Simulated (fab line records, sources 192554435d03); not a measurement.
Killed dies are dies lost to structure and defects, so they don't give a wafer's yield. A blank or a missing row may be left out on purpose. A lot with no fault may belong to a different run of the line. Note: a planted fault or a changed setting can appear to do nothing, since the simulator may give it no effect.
Matching of chambers ; flow n5 finfet ; rie si-03 running N5_FIN_SAQP_MANDREL2_REMOVE_60: 4 sister chambers
The step chemistry HBr/Cl2/O2, target a-Si, stops on SiNx, bt time 10 s. 8 wafers are shown with their chamber, then 8 later ones without.

== EACH WAFER AND ITS CHAMBER ==
wafer;chamber;drypump motor current A (A);oes product au (a.u.)
L084.2;3;6.0;0.981
L087.3;3;5.9;0.973
L089.3;1;4.6;1.025
L089.5;2;5.5;0.999
L091.2;1;4.7;1.018
L091.4;0;5.9;1.005
L091.5;2;5.5;1.010
L092.1;0;5.9;0.992

== WAFERS WHOSE CHAMBER IS MISSING ==
wafer;drypump motor current A (A);oes product au (a.u.)
L092.4;5.9;0.985
L092.6;5.9;0.984
L093.1;4.7;1.017
L093.2;5.9;0.973
L093.6;5.9;0.986
L095.1;5.9;0.985
L095.3;5.9;0.989
L095.5;5.9;0.980

== WHICH CHAMBER EACH ONE RAN IN ==
wafer;from the rows above;in truth
L092.4;can't be placed: 3 or 0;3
L092.6;can't be placed: 3 or 0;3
L093.1;1;1
L093.2;3;3
L093.6;can't be placed: 3 or 0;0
L095.1;can't be placed: 3 or 0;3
L095.3;can't be placed: 0 or 3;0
L095.5;can't be placed: 3 or 0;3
Placed correctly: 2 of 8. Unplaceable from these rows: 6, with the true chamber sitting among the candidates in 6. Placed wrongly: 0.
How it was worked out, from the rows above alone: a wafer's distance from a chamber is the root of the sum, over the readings, of the square of ((its reading less the chamber's mean) divided by the reading's scatter). The wafer belongs to the nearest chamber; if the next one is less than 2 further off, it can't be placed. For every chamber, the mean is computed from those of its wafers that are shown. The scatter: the root of (the sum of the squares of (reading less its chamber's mean) over the shown wafers, divided by (wafers less chambers)).
